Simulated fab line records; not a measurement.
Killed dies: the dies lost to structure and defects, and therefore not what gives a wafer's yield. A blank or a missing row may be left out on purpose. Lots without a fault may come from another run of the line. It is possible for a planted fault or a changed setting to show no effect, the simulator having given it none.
Which of the tools did it?	flow n5_finfet	21 wafers from 7 lots sampled at 3 of the route's 1938 steps

== WHAT EACH GAUGE READ, for each wafer ==
N5_BEOL_M4_RC_MEAS_101. Usual: DIBL_N 36.3 mV/V, standard deviation 1.2; DIBL_P 36.3 mV/V, standard deviation 1.4; IOFF_N 0.160 nA/um, standard deviation 0.02; IOFF_P 0.210 nA/um, standard deviation 0.025; ION_N 675 uA/um, standard deviation 9.5; ION_P 462 uA/um, standard deviation 7; SS_N 71.5 mV/dec, standard deviation 0.53; SS_P 73.4 mV/dec, standard deviation 0.55; VT_N 249.5 mV, standard deviation 2.6; VT_P -250.1 mV, standard deviation 2.9.
lot	measured	on	DIBL_N (mV/V)	DIBL_P (mV/V)	IOFF_N (nA/um)	IOFF_P (nA/um)	ION_N (uA/um)	ION_P (uA/um)	SS_N (mV/dec)	SS_P (mV/dec)	VT_N (mV)	VT_P (mV)	flag
L755	day 10 04:59	prober-02	35.0 36.5 34.5	36.0 37.3 36.1	0.131 0.165 0.131	0.170 0.196 0.177	653 668 650	447 458 446	71.3 72.1 71.4	72.8 74.0 74.1	253.0 248.6 252.1	-252.7 -252.3 -253.2	
L757	day 11 07:54	prober-02	36.4 34.4 34.4	35.8 34.2 33.7	0.157 0.134 0.129	0.224 0.198 0.191	671 666 661	462 465 461	71.4 70.9 71.1	72.4 72.1 72.8	251.7 250.7 250.5	-247.5 -250.9 -251.9	
L758	day 12 02:34	prober-01	37.4 38.1 38.0	37.5 37.9 37.0	0.188 0.201 0.192	0.264 0.283 0.258	683 684 691	474 473 472	71.3 71.3 71.4	72.9 73.1 73.5	245.9 244.1 246.1	-243.1 -245.8 -245.2	
L759	day 12 18:58	prober-02	35.2 35.2 36.1	34.7 36.1 36.3	0.131 0.147 0.147	0.185 0.210 0.188	658 684 664	450 468 453	71.7 70.9 71.8	73.8 73.9 73.7	254.0 251.6 252.1	-251.0 -248.5 -253.5	
L769	day 15 08:37	prober-01	36.0 35.2 35.2	36.6 35.6 35.0	0.165 0.144 0.141	0.215 0.190 0.183	682 674 679	462 462 466	71.3 70.7 71.6	73.0 73.1 73.3	247.6 250.9 252.5	-251.8 -250.1 -251.1	
L771	day 15 20:00	prober-01	33.8 35.6 36.2	35.9 36.3 37.2	0.157 0.190 0.183	0.187 0.194 0.204	675 668 668	459 452 452	70.8 71.2 71.7	73.3 73.7 74.0	248.4 248.9 250.5	-252.7 -254.3 -252.4	
L770	day 16 03:17	prober-02	35.3 34.8 34.6	36.4 34.8 35.8	0.154 0.143 0.151	0.208 0.183 0.206	679 683 691	472 466 466	71.6 70.8 71.3	72.7 72.7 72.1	247.8 248.7 250.1	-249.9 -250.5 -247.9	

N5_BEOL_M10_CD_MEAS_28: the cd target is 70 nm. Usual: cd_nm at 69.9 nm, with a standard deviation of 0.69.
lot	measured	on	cd_nm (nm)	flag
L755	day 12 20:17	cd_sem-01	69.7 70.4 70.6	
L757	day 14 02:17	cd_sem-03	70.7 70.2 71.2	
L758	day 14 05:22	cd_sem-01	69.5 70.0 70.4	
L759	day 14 23:53	cd_sem-02	69.8 70.1 70.4	
L769	day 17 19:38	cd_sem-03	70.7 70.7 69.5	
L771	day 18 01:34	cd_sem-02	68.5 68.3 69.5	
L770	day 18 11:20	cd_sem-03	68.9 69.3 69.5	

== WHICH TOOL RAN EACH LOT (tool, then ch and the chambers of the sampled wafers, then the start) ==
lot	N5_BEOL_M10_ETCH_62
L755	rie_diel-05 ch 2,3, day 12 19:17
L757	rie_diel-06 ch 0,1, day 14 01:02
L758	rie_diel-05 ch 1,2, day 14 04:14
L759	rie_diel-06 ch 0,3, day 14 21:58
L769	rie_diel-05 ch 0,3, day 17 18:36
L771	rie_diel-06 ch 0,3, day 17 22:26
L770	rie_diel-05 ch 0,3, day 18 10:20
- N5_BEOL_M10_ETCH_62: etches SOC in N2/H2, target depth 110 nm, overetch 22 nm, time 165 s.

== AS READ BY THE TOOLS THEMSELVES (means over the sampled wafers that have a number; for cases with no such wafer, the mark the record gives instead) ==
N5_BEOL_M10_ETCH_62. Usual: bias_w 150.0 W (standard deviation 0.44); chamber_pressure_mTorr 30.000 mTorr (standard deviation 0.027); drypump_motor_current_A 5.52 A (standard deviation 0.22); oes_product_au 0.66 a.u. (standard deviation 0.066); rf_vpp_V 523.5 V (standard deviation 2.7); showerhead_plenum_p_Torr 2.52 Torr (standard deviation 0.09); throttle_valve_pct 17.82 % (standard deviation 0.24).
lot	tool	bias_w (W)	chamber_pressure_mTorr (mTorr)	drypump_motor_current_A (A)	oes_product_au (a.u.)	rf_vpp_V (V)	showerhead_plenum_p_Torr (Torr)	throttle_valve_pct (%)	flag
L755	rie_diel-05	149.7	29.993	5.81	0.64	523.6	2.53	17.70	
L757	rie_diel-06	150.4	30.001	5.66	0.61	521.4	2.44	17.89	
L758	rie_diel-05	150.0	29.996	5.65	0.68	525.9	2.56	17.79	
L759	rie_diel-06	149.9	29.999	5.41	0.62	522.9	2.49	18.06	
L769	rie_diel-05	150.0	30.024	5.27	0.62	525.2	2.59	18.08	
L771	rie_diel-06	150.4	29.974	5.39	0.68	524.3	2.58	17.97	
L770	rie_diel-05	149.9	29.982	5.29	0.62	524.8	2.58	18.08	

== THE ANSWER, worked out from the rows above alone ==
Rule: take the mean of a lot's wafers that have a number; if it is more than 3 standard deviations from the usual mean, the lot is off. Also off: a lot with no number at a reading for which 4 or more lots have one. Where the step has rows for the other lots, those lots are counted as sound. Order of review: gauges by route order, followed by the tools' own readings, for which a lot's mean as printed above is used. At the first step where some lot is off, the reading lying furthest off is the one used; lots without a number count as furthest.
No lot is off at any reading shown: from this, nothing can be told.

== WHAT WAS PUT IN BY THE SIMULATOR ==
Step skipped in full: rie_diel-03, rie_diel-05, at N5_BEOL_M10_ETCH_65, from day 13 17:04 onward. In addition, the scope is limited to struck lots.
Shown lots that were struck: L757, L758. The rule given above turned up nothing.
